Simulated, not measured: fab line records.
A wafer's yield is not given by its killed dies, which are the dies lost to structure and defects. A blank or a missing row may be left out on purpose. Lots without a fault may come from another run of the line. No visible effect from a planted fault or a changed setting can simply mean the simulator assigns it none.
fab line records	flow n5Finfet
record lots=10	wafers=29	lastDay=17
route steps=1938 shown BEOL_M4@1111 BEOL_M5@1145 BEOL_M15@1813 MIM_TOP@1837 MIM_TOP_LITHO@1847 PASSIVATION@1936
lots that met no fault: from a run of the same line without faults
startH: the number of hours between the record's first day and the start of the first shown wafer of the lot	waitH: time in hours since the lot's previous step	" repeats the value in the row above	L1.1+2: a row that stands for several wafers	- either no value or no given start	* or withheld: withheld	< > ~ a bound
route shown NAME@n: NAME is a module with steps in the file, n the number in the route of the first one	usual: average and standard deviation across the fault-free wafers	same: alike in all rows	chamber/n: place in a boat	sites: each site's reading	_std_site: their standard deviation	_edge_site: mean of outer sites minus mean of inner sites	radiusMm: how far each site lies from the wafer's centre	mask NAME#n: copy n	behind: tool/chamber where the wafer was last shaped	hold: reason for holding the lot/hours on hold/outcome of the hold	device: the n, p or np transistor that did not switch	end of line: at the end of the route, the tests of the same wafers	for a step that has no rows: nothing shown but its recipe	killed: not the wafer's yield, but the dies lost to structure and defects at the first sort	map: a wafer's dies, x killed, . not, _ none there
set.NAME: the run value of the setting; set.NAME@STEP: its run value at that earlier step	model.NAME: the simulator's own value behind a step, which no gauge read
the route's steps for a sample of lots (tables are steps, rows are wafers)
services: when a tool's chamber went out of use (startH, in hours from the record's first day, below 0 if earlier), for how many hours, and the reason
## steps
# step N5_BEOL_M4_RC_MEAS_101
# usual DIBL_N=36.6/1.9	DIBL_P=36.7/2.2	IOFF_N=0.16/0.035	IOFF_P=0.22/0.038	ION_N=672/14	ION_P=462/8.3	SS_N=71.6/0.65	SS_P=73.5/0.72	VT_N=250/3.5	VT_P=-250/3.1
lot.wafer	tool	chamber	startH	waitH	DIBL_N[mV/V]	DIBL_P[mV/V]	IOFF_N[nA/um]	IOFF_P[nA/um]	ION_N[uA/um]	ION_P[uA/um]	SS_N[mV/dec]	SS_P[mV/dec]	VT_N[mV]	VT_P[mV]
L755.2	prober-02	0	202.64	0.2	37.8	36.2	0.15	0.21	666	459	71.6	72.7	250	-249
L755.4	"	0	"	"	42.0	40.1	0.27	0.27	682	458	73.9	74.7	245	-249
L755.5	"	0	"	"	34.8	33.9	0.13	0.18	680	468	71.1	72.6	252	-251
L754.2	prober-01	0	203.17	0.2	39.2	40.5	0.22	0.34	686	483	71.1	74.5	243	-239
L754.5	"	0	"	"	37.5	39.0	0.17	0.29	677	471	71.0	73.9	247	-244
L754.6	"	0	"	"	33.2	32.6	0.10	0.18	646	455	69.9	72.5	255	-252
L758.1	prober-02	0	207.69	0.0	36.5	36.7	0.15	0.19	653	448	71.6	73.3	254	-258
L758.2	"	0	"	"	34.4	34.7	0.12	0.16	667	453	71.0	72.7	254	-257
L758.6	"	0	"	"	33.4	32.6	0.11	0.14	650	442	70.7	71.6	257	-257
L757.2	prober-02	0	213.24	0.2	35.1	35.1	0.14	0.18	679	466	71.7	72.6	252	-252
L757.3	"	0	"	"	36.8	37.9	0.16	0.22	668	460	71.1	74.0	253	-251
L757.6	"	0	"	"	35.6	36.8	0.15	0.21	680	469	70.9	72.8	250	-249
L756.2	prober-02	0	218.38	0.2	37.3	37.3	0.16	0.25	690	480	71.2	73.6	248	-247
L756.4	"	0	"	"	33.2	32.7	0.11	0.18	685	474	70.0	72.5	253	-250
L756.6	"	0	"	"	34.2	34.5	0.13	0.20	676	477	70.5	72.5	251	-249
L761.3	prober-01	0	237.16	0.3	35.9	35.8	0.14	0.16	675	454	71.9	73.2	254	-256
L761.5	"	0	"	"	37.0	38.1	0.17	0.21	661	455	71.1	74.0	250	-252
L761.6	"	0	"	"	38.1	38.4	0.18	0.22	685	465	72.2	74.1	250	-254
L762.3	prober-01	0	238.77	0.3	36.2	36.5	0.14	0.21	674	459	71.4	73.3	256	-252
L762.5	"	0	"	"	36.9	37.1	0.16	0.23	673	467	71.7	74.2	251	-245
L762.6	"	0	"	"	35.3	35.5	0.13	0.20	674	465	71.0	73.5	251	-250
L763.2	prober-02	0	249.28	0.2	36.3	36.6	0.15	0.21	678	468	71.1	73.3	252	-252
L763.3	"	0	"	"	37.3	38.0	0.16	0.23	659	459	71.4	74.0	250	-248
L763.4	"	0	"	"	36.5	37.6	0.16	0.22	681	463	71.4	73.7	247	-250
L770.3	prober-01	0	291.31	0.3	38.8	40.6	0.21	0.29	670	462	72.3	74.8	247	-244
L770.4	"	0	"	"	35.6	36.4	0.15	0.21	656	456	71.5	72.8	253	-249
L770.5	"	0	"	"	38.5	40.4	0.21	0.30	670	467	72.9	74.9	245	-247
L771.2	prober-02	0	293.29	0.2	36.8	38.9	0.19	0.25	671	464	71.4	73.9	248	-248
L771.4	"	0	"	"	35.7	37.4	0.18	0.23	679	465	72.3	73.9	247	-247
# step N5_BEOL_M5_EXPOSE_25
# recipe maskId=V4	na=0.33	sourceShape=quasar	sigmaInner=0.2	sigmaOuter=0.6	polarization=unpolarized	defocusNm=10	doseMj=52.75
# same sigmaOuter=0.6
lot.wafer	tool	chamber	startH	waitH	mask
L755.2+4+5	euvScanner-02	0	207.11	-	V4#0
L754.2+5+6	euvScanner-02	0	207.26	-	V4#0
L758.1+2+6	euvScanner-02	0	213.56	-	V4#0
L757.2+3+6	euvScanner-02	0	219.01	-	V4#0
L756.2+4+6	euvScanner-02	0	225.48	-	V4#0
L761.3+5+6	euvScanner-02	0	241.67	-	V4#0
L762.3+5+6	euvScanner-01	0	246.16	-	V4#0
L763.2+3+4	euvScanner-02	0	256.06	-	V4#0
L770.3+4+5	euvScanner-02	0	294.89	-	V4#0
L771.2+4	euvScanner-02	0	298.63	-	V4#0
# step N5_BEOL_M15_STRIP_37
# recipe chemistry=O2	powerW=600	tempC=60	pressureMtorr=30	rfFrequencyHz=6e+07	biasPowerW=0	overashFraction=0.3	o2FlowSccm=225
# usual drypumpMotorCurrentA=5.8/0.48	oesProductAu=0.76/0.068	rfVppV=3.7/0.64	showerheadPlenumPTorr=2.10/0.065	tempC=60.00/0.12	throttleValvePct=16.75/0.25
lot.wafer	tool	chamber	startH	waitH	drypumpMotorCurrentA	oesProductAu	rfHoursCounterH	rfVppV	showerheadPlenumPTorr	tempC	throttleValvePct
L755.2	rieDiel-01	3	-	-	6.2	0.83	77	3.3	2.04	60.08	16.43
L755.4	"	2	"	"	5.9	0.75	137	2.9	2.20	60.06	16.85
L755.5	"	0	"	"	6.0	0.70	-	3.5	2.10	60.10	17.09
L754.2	rieDiel-06	0	-	-	6.6	0.86	69	4.2	2.12	60.01	16.14
L754.5	"	2	"	"	5.9	0.72	-	4.4	2.15	60.00	16.62
L754.6	"	1	"	"	5.2	0.86	-	3.1	2.13	59.82	16.77
L758.1	rieDiel-03	0	-	-	5.5	0.86	45	5.0	2.13	60.20	16.54
L758.2	"	3	"	"	4.7	0.75	163	3.8	2.02	59.91	16.81
L758.6	"	2	"	"	5.1	0.76	-	4.4	2.13	60.00	16.74
L757.2	rieDiel-06	2	-	-	6.0	0.72	194	2.2	2.15	60.02	16.62
L757.3	"	3	"	"	5.9	0.72	184	4.2	2.10	59.77	16.75
L757.6	"	0	"	"	6.6	0.87	-	3.4	2.12	59.72	16.14
L756.2	rieDiel-03	2	-	-	5.1	0.77	123	3.9	2.13	60.16	16.74
L756.4	"	1	"	"	5.0	0.78	131	3.9	2.02	60.18	16.95
L756.6	"	2	"	"	5.0	0.76	-	4.2	2.13	59.83	16.75
L761.3	rieDiel-01	3	-	-	6.3	0.81	86	4.3	2.04	60.16	16.45
L761.5	"	0	"	"	6.0	0.68	-	3.7	2.10	59.91	17.06
L761.6	"	1	"	"	5.7	0.67	-	3.7	1.99	60.10	16.93
L762.3	rieDiel-06	2	-	-	5.9	0.70	208	4.1	2.15	60.05	16.64
L762.5	"	2	"	"	5.9	0.71	-	3.9	2.15	59.83	16.64
L762.6	"	3	"	"	6.0	0.71	-	3.3	2.10	60.09	16.76
L763.2	rieDiel-01	2	-	-	5.8	0.75	155	3.6	2.20	60.04	16.89
L763.3	"	3	"	"	6.3	0.80	95	3.9	2.04	59.81	16.47
L763.4	"	0	"	"	6.1	0.68	226	3.7	2.09	60.39	17.10
L770.3	rieDiel-01	0	-	-	6.0	0.66	241	3.3	2.09	59.85	17.12
L770.5	"	3	"	"	6.3	0.78	-	5.5	2.03	60.09	16.50
# step N5_MIM_TOP_DEGAS_04
# recipe ambient=vacuum	tempC=300	timeS=60
# usual heaterPowerW=479/48	susceptorTempC=300.01/0.18
lot.wafer	tool	chamber	startH	waitH	heaterPowerW	susceptorTempC
L755.2	pvdSputter-02	-	301.02	-	496	299.74
L755.4	"	-	"	"	554	299.65
L755.5	"	-	"	"	511	299.96
L754.2	pvdSputter-03	-	306.80	-	511	299.98
L754.5	"	-	"	"	513	300.24
L754.6	"	-	"	"	511	299.99
L758.1	pvdSputter-02	-	311.72	-	440	300.23
L758.2	"	-	"	"	489	300.29
L758.6	"	-	"	"	566	299.78
L757.2	pvdSputter-02	-	313.34	-	551	300.16
L757.3	"	-	"	"	431	299.54
L757.6	"	-	"	"	499	299.98
L756.2	pvdSputter-03	-	322.33	-	524	299.98
L756.4	"	-	"	"	440	299.78
L756.6	"	-	"	"	518	300.02
L761.3	pvdSputter-03	-	330.36	-	438	299.98
L761.5	"	-	"	"	448	299.72
L761.6	"	-	"	"	406	300.17
L762.3	pvdSputter-02	-	361.06	-	550	300.02
L762.5	"	-	"	"	511	300.10
L762.6	"	-	"	"	436	299.83
L763.2	pvdSputter-01	-	364.92	-	453	300.25
L763.3	"	-	"	"	488	299.97
L763.4	"	-	"	"	472	300.07
L770.3	pvdSputter-02	-	401.72	-	485	300.00
L770.5	"	-	"	"	483	299.93
# step N5_MIM_TOP_LITHO_CD_MEAS_08
# recipe targetCdNm=2000	landingEnergyEv=500	detector=seInlens
# usual cdNm=2001.1/1.8
lot.wafer	tool	chamber	startH	waitH	cdNm
L755.2	cdSem-03	0	301.45	-	2000.6
L755.4	"	0	"	"	1999.6
L755.5	"	0	"	"	2000.7
L754.2	cdSem-01	0	307.23	-	2002.3
L754.5	"	0	"	"	2001.9
L754.6	"	0	"	"	2002.2
L758.1	cdSem-03	0	312.28	-	2005.0
L758.2	"	0	"	"	2004.1
L758.6	"	0	"	"	2003.4
L757.2	cdSem-02	0	313.90	-	1999.8
L757.3	"	0	"	"	2000.1
L757.6	"	0	"	"	2000.4
L756.2	cdSem-01	0	322.89	-	1999.5
L756.4	"	0	"	"	1998.4
L756.6	"	0	"	"	2000.0
L761.3	cdSem-03	0	330.92	-	2000.5
L761.5	"	0	"	"	1999.6
L761.6	"	0	"	"	2001.4
L762.3	cdSem-03	0	361.49	-	2000.6
L762.5	"	0	"	"	1998.5
L762.6	"	0	"	"	2001.2
L763.2	cdSem-02	0	365.48	-	2002.1
L763.3	"	0	"	"	2004.8
L763.4	"	0	"	"	2003.7
L770.3	cdSem-02	0	402.28	-	2000.0
L770.5	"	0	"	"	2003.4
# step N5_PASSIVATION_PROBE_49
# usual defectLimitedYield=91.6/1.4	killed_at_M0_to_M3=35/10	killed_at_M4_up=13/4.8	killedAtContacts=12/7.2	killedAtFrontEnd=36/12	killedAtOther=4/3.1	killedDies=100/17	killedOnRim=13/4.2	killedOpen=66/13	killedShort=32/7.3	sort_bin_4_leakage=0.00/0.0099	sort_bin_5_function=5.0/0.94	sort_bin_6_memory=3.1/0.67	sort_bin_8_speed=0.01/0.047	sortNPass=1080/17	sortYieldPct=91.6/1.4
# same grossDies=1180	killedAtBackSide=0
lot.wafer	tool	chamber	startH	waitH	defectLimitedYield[%]	killed_at_M0_to_M3	killed_at_M4_up	killedAtContacts	killedAtFrontEnd	killedAtOther	killedDies	killedOnRim	killedOpen	killedShort	sort_bin_4_leakage[%]	sort_bin_5_function[%]	sort_bin_6_memory[%]	sort_bin_8_speed[%]	sortNPass	sortYieldPct[%]
L756.2	prober-01	-	347.66	0.1	92.7	40	7	12	25	2	86	11	55	30	0	4.6	2.4	0	1094	92.7
L756.4	prober-01	-	347.76	0.2	92.7	28	12	9	33	4	86	6	55	31	0	4.7	2.5	0	1094	92.7
L756.6	prober-01	-	347.86	0.3	90.3	46	14	4	49	2	115	18	79	35	0	5.8	3.8	0	1065	90.3
L771.2	prober-01	-	409.19	0.1	0	29	1109	13	29	0	1180	152	54	29	0	4.6	2.4	0	0	0
L771.4	prober-01	-	409.29	0.2	0	48	1081	15	35	1	1180	152	94	27	0	5.3	4.5	0	0	0
L770.3	prober-01	-	412.19	0.1	93.0	18	10	12	39	4	83	11	58	25	0	4.7	2.3	0	1097	93.0
L770.4	prober-01	-	412.24	0.2	0	33	1093	16	35	3	1180	152	56	38	0	5.1	2.8	0	0	0
L770.5	prober-01	-	412.29	0.2	94.0	38	8	5	20	0	71	6	41	30	0	3.3	2.5	0	1109	94.0
# killed by level:class
L756.2 BEOL_M3:geometricParticle:open=12 BEOL_M2:geometricParticle:open=9 BEOL_M0_SAQP:geometricParticle:short=8 MOL_CONTACT_COAG:geometricParticle:open=7 GATE_CUT:geometricParticle:short=6 FIN_SAQP:geometricParticle:open=5 MOL_CONTACT_COAG:geometricParticle:short=5 BEOL_M0:geometricParticle:open=4
L756.4 STI_FIN_REVEAL:geometricParticle:open=13 BEOL_M2:geometricParticle:open=9 MOL_CONTACT_COAG:geometricParticle:open=7 BEOL_M0_SAQP:geometricParticle:open=6 FIN_SAQP:geometricParticle:short=3 BEOL_M0_SAQP:geometricParticle:short=3 BEOL_M4:geometricParticle:open=3 BEOL_M1:geometricParticle:short=3
L756.6 BEOL_M0_SAQP:geometricParticle:open=15 GATE_CUT:geometricParticle:short=11 BEOL_M5:geometricParticle:open=10 BEOL_M3:geometricParticle:open=9 BEOL_M0_SAQP:geometricParticle:short=8 STI_FIN_REVEAL:geometricParticle:open=7 BEOL_M2:geometricParticle:open=7 FIN_SAQP:geometricParticle:open=5
L771.2 BEOL_M5:areaExpose=1097 MOL_CONTACT_COAG:geometricParticle:open=11 STI_FIN_REVEAL:geometricParticle:open=10 BEOL_M0_SAQP:geometricParticle:short=10 BEOL_M0_SAQP:geometricParticle:open=5 BEOL_M3:geometricParticle:open=5 STI_FIN_REVEAL:geometricParticle:short=4 FIN_SAQP:geometricParticle:open=3
L771.4 BEOL_M5:areaExpose=1059 STI_FIN_REVEAL:geometricParticle:open=15 BEOL_M4:geometricParticle:open=14 MOL_CONTACT_COAG:geometricParticle:open=13 BEOL_M3:geometricParticle:open=12 BEOL_M0_SAQP:geometricParticle:open=10 BEOL_M0_SAQP:geometricParticle:short=9 BEOL_M1:geometricParticle:open=8
L770.3 STI_FIN_REVEAL:geometricParticle:open=13 MOL_CONTACT_COAG:geometricParticle:open=8 BEOL_M0_SAQP:geometricParticle:short=5 BEOL_M3:geometricParticle:open=5 GATE_CUT:geometricParticle:short=4 MOL_CONTACT_COAG:geometricParticle:short=4 BEOL_M0_SAQP:geometricParticle:open=4 STI_FIN_REVEAL:geometricParticle:short=3
L770.4 BEOL_M5:areaExpose=1086 STI_FIN_REVEAL:geometricParticle:open=13 MOL_CONTACT_COAG:geometricParticle:open=12 FIN_SAQP:geometricParticle:short=10 BEOL_M0_SAQP:geometricParticle:short=7 BEOL_M0_SAQP:geometricParticle:open=7 BEOL_M1:geometricParticle:open=5 BEOL_M3:geometricParticle:open=5
L770.5 BEOL_M0_SAQP:geometricParticle:open=18 BEOL_M0_SAQP:geometricParticle:short=11 FIN_SAQP:geometricParticle:short=5 BEOL_M4:geometricParticle:open=5 STARTING-WAFER:geometricParticle:short=4 BEOL_M2:geometricParticle:open=4 DUMMY_GATE:geometricParticle:open=3 MOL_CONTACT_COAG:geometricParticle:short=3
## services
tool	chamber	startH	hours	kind
euvScanner-02	-	185.36	4.6	pm
euvScanner-01	-	189.96	1.0	pm
euvScanner-01	-	196.49	12.0	pm
euvScanner-02	-	220.93	1.0	pm
rieDiel-06	2	224.10	3.8	repair
euvScanner-01	-	243.97	1.0	pm
rieDiel-03	2	257.70	2.6	repair
euvScanner-01	-	265.61	0.6	repair
pvdSputter-01	-	272.01	0.5	repair
euvScanner-02	-	277.08	1.0	pm
rieDiel-03	-	281.46	14.6	pm
euvScanner-01	-	282.41	4.6	pm
euvScanner-01	-	300.12	1.0	pm
euvScanner-01	-	330.78	5.8	pm
euvScanner-02	-	336.56	1.0	pm
euvScanner-01	-	337.74	13.6	repair
rieDiel-03	0	348.81	7.2	repair
euvScanner-02	-	355.89	4.6	pm
euvScanner-01	-	360.48	1.0	pm
pvdSputter-02	-	375.57	6.0	repair
pvdSputter-03	-	378.12	2.5	repair
euvScanner-01	-	378.62	3.5	repair
euvScanner-02	-	389.38	1.0	pm
rieDiel-06	3	390.17	4.9	repair
## key
firstSign step=N5_PASSIVATION_PROBE_49	reading=killed_at_M4_up	direction=up	sigmas=99+	usual=13	struck=1094
effect step=N5_PASSIVATION_PROBE_49	reading=defectLimitedYield	direction=down	sigmas=64	usual=91.6	struck=0
moreKillsBornAt N5_BEOL_M5_EXPOSE_25@euvScanner-02=3242
metAt N5_BEOL_M5_EXPOSE_25
struckLots L770,L771
struckWafers L770.4,L771.2,L771.4
laterRowsLeftOut L770.4,L771.2,L771.4
notActingAt N5_BEOL_M15_STRIP_37,N5_MIM_TOP_DEGAS_04,N5_MIM_TOP_LITHO_CD_MEAS_08
onsetBetween 256.06 294.89
fault kind=processParameterDrift	tool=euvScanner-02	chamber=-	onsetH=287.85	steps=N5_BEOL_M5_EXPOSE_25	channel=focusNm	offset=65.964	shape=step	endH=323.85	scope=struckWafersOnly
# laterRowsLeftOut: the simulator's readings of these wafers behind a module that went badly wrong aren't trusted and aren't shown, but for the sort
